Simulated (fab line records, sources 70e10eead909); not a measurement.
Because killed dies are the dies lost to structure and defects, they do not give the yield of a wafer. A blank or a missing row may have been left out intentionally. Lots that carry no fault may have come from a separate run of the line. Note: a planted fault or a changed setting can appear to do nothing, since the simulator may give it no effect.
A struck lot beside a sound one    flow nand harc    33 out of 1159 route steps
Sound: these wafers, L739.3, L739.4, L739.6. Struck: wafer L752.6 (L752.2, L752.4, from the same lot, were not struck and are left out); the cause is given at the end.
Each step with rows lists, per side, the tool, then ch with its chambers, then its first start. Under that, the readings that differ: sound wafers    struck wafers    difference of the means    sigmas: that difference in standard deviations of wafers without a fault.
alike: readings with means less than 2 such deviations apart, plus words and numbers identical on both sides. not compared: withheld readings, readings lacking a value on some wafer, bounds such as >300 that could conceal the same value, and numbers that have no deviation in the record and whose values overlap.
A row with sigmas, a row that says differs or no value, or rows on one side alone: a step with any of these is where the two part. Numbers that don't overlap but have no deviation are shown without sigmas and don't part them. Lack of a reading on every wafer of one side parts them only where that side has two or more wafers.

first, 1 step without rows for these wafers: NHARC_P_M1_ETCH_35 (etches the open film in N2/H2, target depth 40 nm, overetch 12 nm, time 43.94 s).
NHARC_P_M1_ETCH_15: etches the open film in C4F8/Ar, target depth 182.5 nm, time 91.2 s.
  sound: rie diel-11 ch 0,1,2; struck: rie diel-09 ch 3
  alike: oes product au, rf fwd power W, rf vpp V
  not compared: rf hours counter h
NHARC_P_M1_CD_MEAS_16:
  sound: cd sem-03 at day 6 19:31; struck: cd sem-03 at day 10 03:32
  alike: cd nm
then, 3 steps without rows for these wafers: NHARC_P_M1_STRIP_18 (strips in N2/H2); NHARC_P_M1_ETCH_28 (etches the open film in CF4/N2, target depth 30 nm, time 72.99 s); NHARC_P_M1_STRIP_19 (strips in post etch residue remover, time 600 s).
NHARC_P_M1_DEGAS_29: time 60 s.
  sound: pvd sputter-03 at day 6 20:14; struck: pvd sputter-01 at day 10 04:15
  alike: heater power w
then, 5 steps without rows for these wafers: NHARC_P_M1_PRE_CLEAN_30 (time 30 s); NHARC_P_M1_PVD_20 (deposits TaN, target thk 5 nm, time 8.06 s); NHARC_P_M1_PVD_21 (deposits Cu, target thk 30 nm, time 20.49 s); NHARC_P_M1_ECD_22 (material Cu, target thk 400 nm); NHARC_P_M1_ANNEAL_31 (time 90 s).
NHARC_P_M1_CMP_23: polishes, t overpolish 20 s, target thk 157.82 nm.
  sound on cmp-02 ch 0,2,3, day 6 21:20; struck on cmp-02 ch 2, day 10 05:23
  alike: edge zone pressure frac, motor current A, time to endpoint s
NHARC_P_M1_THK_MEAS_24: measures by xrf.
  sound: film metro-02 at day 6 21:38; struck: film metro-01 at day 10 05:38
  alike: thk nm
next, for these wafers, 1 step has no rows: NHARC_P_M1_SRD_25.
NHARC_P_M1_INSPECT_27:
  sound: defect inspect-01 at day 6 21:49; struck: defect inspect-01 at day 10 05:48
reading           sound        struck  difference  sigmas
raw defect count  247 434 305  1468    +1139       +9
NHARC_P_M1_PRE_CLEAN_32: time 12 s.
  sound on pecvd-01 ch 1,2, day 6 21:54; struck on pecvd-01 ch 0, day 10 06:01
  alike: heater power w, rf fwd power W
NHARC_P_M1_DEP_33: deposits SiCN, target thk 30 nm.
  sound on pecvd-01 ch 1,2, day 6 22:02; struck on pecvd-01 ch 0, day 10 06:09
  alike: heater power w, rf fwd power W
then, 10 steps without rows for these wafers: NHARC_P_M2_DEP_00 (deposits SiOC, target thk 182.5 nm); NHARC_P_M2_DEHYDRATE_01 (time 120 s); NHARC_P_M2_HMDS_02 (time 30 s); NHARC_P_M2_COAT_34 (time 65 s); NHARC_P_M2_COAT_03 (resist thk 90 nm); NHARC_P_M2_SOFTBAKE_04 (time 55 s); NHARC_P_M2_EBR_05; NHARC_P_M2_EXPOSE_06 (exposes mask P M2, target cd 170 nm); NHARC_P_M2_PEB_07 (peb time 65 s); NHARC_P_M2_DEVELOP_08 (develop time 35 s).
NHARC_P_M2_CD_MEAS_09: target cd 170 nm.
  sound on cd sem-03 ch 0, day 6 23:20; struck on cd sem-03 ch 0, day 10 07:26
  alike: cd nm
NHARC_P_M2_OVL_MEAS_10: pitch 340 nm.
  sound: overlay-01 at day 6 23:25; struck: overlay-01 at day 10 07:31
  alike: overlay x nm, overlay y nm
NHARC_P_M2_INSPECT_11:
  sound: defect inspect-01 at day 6 23:28; struck: defect inspect-01 at day 10 07:34
reading           sound  struck  difference  sigmas
raw defect count  6 4 2  1107    +1103       +99 or more
NHARC_P_M2_DESCUM_14: chemistry O2, time 3 s.
  sound on rie diel-06 ch 0,1,3, day 6 23:32; struck on rie diel-06 ch 3, day 10 07:38
reading                 sound                 struck  difference  sigmas
throttle valve pct (%)  11.304 11.312 11.316  11.335  +0.024      +2
  alike: drypump motor current A, o2 flow sccm, oes product au, rf vpp V, showerhead plenum p Torr
  not compared: rf hours counter h
-- record jumps: 13 days between struck wafers' starts before vs after; left off in module P_M2, resumes in module END, first step shown is number 1159 of the route --
NHARC_END_SORT_01:
  sound on prober-02 ch 0, day 19 18:19; struck on prober-02 ch 0, day 23 12:16
reading                   sound           struck  difference  sigmas
defect limited yield (%)  95.9 94.8 95.4  18.8    -76.6       -45
killed at periphery       0 3 2           529     +527        +99 or more
killed dies               28 35 31        550     +519        +43
sort_bin_2_pct (%)        1.0 1.8 0.9     30.9    +29.7       +49
sort_bin_3_pct (%)        0.44 0 0.30     9.45    +9.20       +42
sort_bin_4_pct (%)        2.7 3.4 3.4     40.9    +37.7       +31
sort n pass               649 642 646     127     -519        -43
sort rim yield pct (%)    96.2 96.2 97.2  20.8    -75.7       -26
sort yield pct (%)        95.9 94.8 95.4  18.8    -76.6       -45
  alike: killed at array, killed at other, killed open, killed short

## WHERE THEY PART
At NHARC_P_M1_INSPECT_27 first; at NHARC_END_SORT_01 last (within this record only).

WHY: what the simulator had put in
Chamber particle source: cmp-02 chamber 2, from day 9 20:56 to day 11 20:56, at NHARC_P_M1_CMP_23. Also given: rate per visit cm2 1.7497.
